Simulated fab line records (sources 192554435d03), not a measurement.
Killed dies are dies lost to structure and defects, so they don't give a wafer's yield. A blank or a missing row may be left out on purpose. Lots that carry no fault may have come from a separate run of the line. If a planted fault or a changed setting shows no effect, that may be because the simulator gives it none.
Matching of chambers :: flow n5_finfet :: N5_GATE_CUT_CMP_61 on cmp-03 has 4 sister chambers
The step polishes, stops on SiNx, t overpolish 3 s. 20 wafers are shown with their chamber, then 10 later ones without.

## EACH WAFER AND ITS CHAMBER
wafer: L074.2
chamber: 3
motor_current_A (A): 11.2
retaining_ring_pressure_frac: 1.001

wafer: L074.4
chamber: 2
motor_current_A (A): 10.8
retaining_ring_pressure_frac: 0.998

wafer: L074.6
chamber: 1
motor_current_A (A): 10.5
retaining_ring_pressure_frac: 0.996

wafer: L076.3
chamber: 3
motor_current_A (A): 10.8
retaining_ring_pressure_frac: 1.000

wafer: L076.5
chamber: 2
motor_current_A (A): 10.6
retaining_ring_pressure_frac: 1.009

wafer: L076.6
chamber: 3
motor_current_A (A): 11.7
retaining_ring_pressure_frac: 0.994

wafer: L077.2
chamber: 2
motor_current_A (A): 11.0
retaining_ring_pressure_frac: 0.997

wafer: L077.4
chamber: 1
motor_current_A (A): 11.0
retaining_ring_pressure_frac: 1.002

wafer: L077.5
chamber: 1
motor_current_A (A): 10.9
retaining_ring_pressure_frac: 1.006

wafer: L081.3
chamber: 3
motor_current_A (A): 10.7
retaining_ring_pressure_frac: 0.996

wafer: L081.5
chamber: 1
motor_current_A (A): 11.2
retaining_ring_pressure_frac: 0.992

wafer: L081.6
chamber: 0
motor_current_A (A): 13.6
retaining_ring_pressure_frac: 1.003

wafer: L082.4
chamber: 3
motor_current_A (A): 10.8
retaining_ring_pressure_frac: 0.989

wafer: L082.5
chamber: 1
motor_current_A (A): 10.8
retaining_ring_pressure_frac: 1.001

wafer: L082.6
chamber: 0
motor_current_A (A): 12.8
retaining_ring_pressure_frac: 1.001

wafer: L084.3
chamber: 2
motor_current_A (A): 11.4
retaining_ring_pressure_frac: 0.999

wafer: L084.4
chamber: 1
motor_current_A (A): 10.8
retaining_ring_pressure_frac: 1.003

wafer: L084.5
chamber: 2
motor_current_A (A): 10.9
retaining_ring_pressure_frac: 0.998

wafer: L086.1
chamber: 2
motor_current_A (A): 11.0
retaining_ring_pressure_frac: 0.999

wafer: L086.3
chamber: 3
motor_current_A (A): 10.8
retaining_ring_pressure_frac: 0.997

SIGNATURES (averages over the wafers above)
reading: motor_current_A
chamber 0: 13.200
chamber 1: 10.867
chamber 2: 10.950
chamber 3: 11.000
scatter within a chamber: 0.325

reading: retaining_ring_pressure_frac
chamber 0: 1.00200
chamber 1: 1.00000
chamber 2: 1.00000
chamber 3: 0.99617
scatter within a chamber: 0.00452
Rule: a wafer's distance from a chamber is the root of the sum, over the readings, of the square of ((its reading less the chamber's mean) divided by the reading's scatter). The wafer belongs to the nearest chamber; if the next one is less than 2 further off, it can't be placed. How the scatter is found: for the shown wafers, subtract from each reading the mean of its chamber, square and add these, divide the total by (wafers less chambers), then take the root.

## WAFERS WITHOUT THEIR CHAMBER
wafer: L086.5
motor_current_A (A): 11.2
retaining_ring_pressure_frac: 0.995

wafer: L090.1
motor_current_A (A): 11.8
retaining_ring_pressure_frac: 1.012

wafer: L090.3
motor_current_A (A): 10.1
retaining_ring_pressure_frac: 1.006

wafer: L090.5
motor_current_A (A): 11.0
retaining_ring_pressure_frac: 1.008

wafer: L092.2
motor_current_A (A): 14.8
retaining_ring_pressure_frac: 1.009

wafer: L092.3
motor_current_A (A): 11.2
retaining_ring_pressure_frac: 0.999

wafer: L092.6
motor_current_A (A): 10.4
retaining_ring_pressure_frac: 0.997

wafer: L097.2
motor_current_A (A): 9.9
retaining_ring_pressure_frac: 1.004

wafer: L097.3
motor_current_A (A): 10.4
retaining_ring_pressure_frac: 1.002

wafer: L097.5
motor_current_A (A): 10.8
retaining_ring_pressure_frac: 1.007

## CHAMBER TAKEN BY EACH
wafer: L086.5
from the rows above: can't be placed: 3 or 2 or 1
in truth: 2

wafer: L090.1
from the rows above: can't be placed: 2 or 1 or 3 or 0
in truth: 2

wafer: L090.3
from the rows above: can't be placed: 1 or 2 or 3
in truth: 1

wafer: L090.5
from the rows above: can't be placed: 2 or 1 or 3
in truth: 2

wafer: L092.2
from the rows above: 0
in truth: 0

wafer: L092.3
from the rows above: can't be placed: 2 or 3 or 1
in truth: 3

wafer: L092.6
from the rows above: can't be placed: 1 or 2 or 3
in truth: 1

wafer: L097.2
from the rows above: can't be placed: 1 or 2 or 3
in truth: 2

wafer: L097.3
from the rows above: can't be placed: 1 or 2 or 3
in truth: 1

wafer: L097.5
from the rows above: can't be placed: 1 or 2 or 3
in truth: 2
1 of 10 placed correctly. Not placeable from these rows: 9 (in 9, the candidates include the true chamber). 0 placed wrongly.
